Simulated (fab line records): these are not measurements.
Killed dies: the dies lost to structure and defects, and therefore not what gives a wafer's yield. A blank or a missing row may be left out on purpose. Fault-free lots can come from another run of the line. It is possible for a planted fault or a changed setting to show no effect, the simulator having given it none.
Matching of chambers + flow nand-harc + pecvd-04 running NHARC_THIN_TSV_DEP_47: 3 sister chambers
The step deposits SiO2, target thk 200 nm. 6 wafers are shown with their chamber, then 8 later ones without.

EACH WAFER AND ITS CHAMBER
| wafer  | chamber | throttle-valve-pct (%) | chamber-pressure-Torr (Torr) |
|--------|---------|------------------------|------------------------------|
| L440.4 | 2       | 16.6                   | 6.500                        |
| L440.6 | 1       | 16.0                   | 6.502                        |
| L443.2 | 0       | 15.3                   | 6.484                        |
| L443.3 | 2       | 16.6                   | 6.481                        |
| L443.6 | 1       | 16.6                   | 6.516                        |
| L447.3 | 0       | 15.5                   | 6.474                        |

WAFERS WITH NO CHAMBER GIVEN
| wafer  | throttle-valve-pct (%) | chamber-pressure-Torr (Torr) |
|--------|------------------------|------------------------------|
| L447.4 | 17.0                   | 6.497                        |
| L447.6 | 15.5                   | 6.463                        |
| L449.4 | 17.0                   | 6.496                        |
| L449.5 | 16.3                   | 6.507                        |
| L449.6 | 15.8                   | 6.502                        |
| L453.2 | 15.7                   | 6.508                        |
| L453.4 | 16.5                   | 6.480                        |
| L453.6 | 15.9                   | 6.496                        |

WHICH CHAMBER EACH ONE RAN IN
| wafer  | from the rows above          | in truth |
|--------|------------------------------|----------|
| L447.4 | can't be placed: 2 or 1      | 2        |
| L447.6 | 0                            | 0        |
| L449.4 | can't be placed: 2 or 1      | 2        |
| L449.5 | can't be placed: 1 or 2      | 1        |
| L449.6 | can't be placed: 1 or 0 or 2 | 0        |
| L453.2 | can't be placed: 1 or 0 or 2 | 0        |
| L453.4 | can't be placed: 2 or 1      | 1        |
| L453.6 | can't be placed: 1 or 0 or 2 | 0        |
Correctly placed: 1 of 8. Unplaceable from these rows: 7, with the true chamber sitting among the candidates in 7. Placed wrongly: 0.
How it was worked out, from the rows above alone: a wafer's distance from a chamber is the root of the sum, over the readings, of the square of ((its reading less the chamber's mean) divided by the reading's scatter). The wafer belongs to the nearest chamber; if the next one is less than 2 further off, it can't be placed. A chamber's mean is the mean of its shown wafers. The scatter: the root of (the sum of the squares of (reading less its chamber's mean) over the shown wafers, divided by (wafers less chambers)).
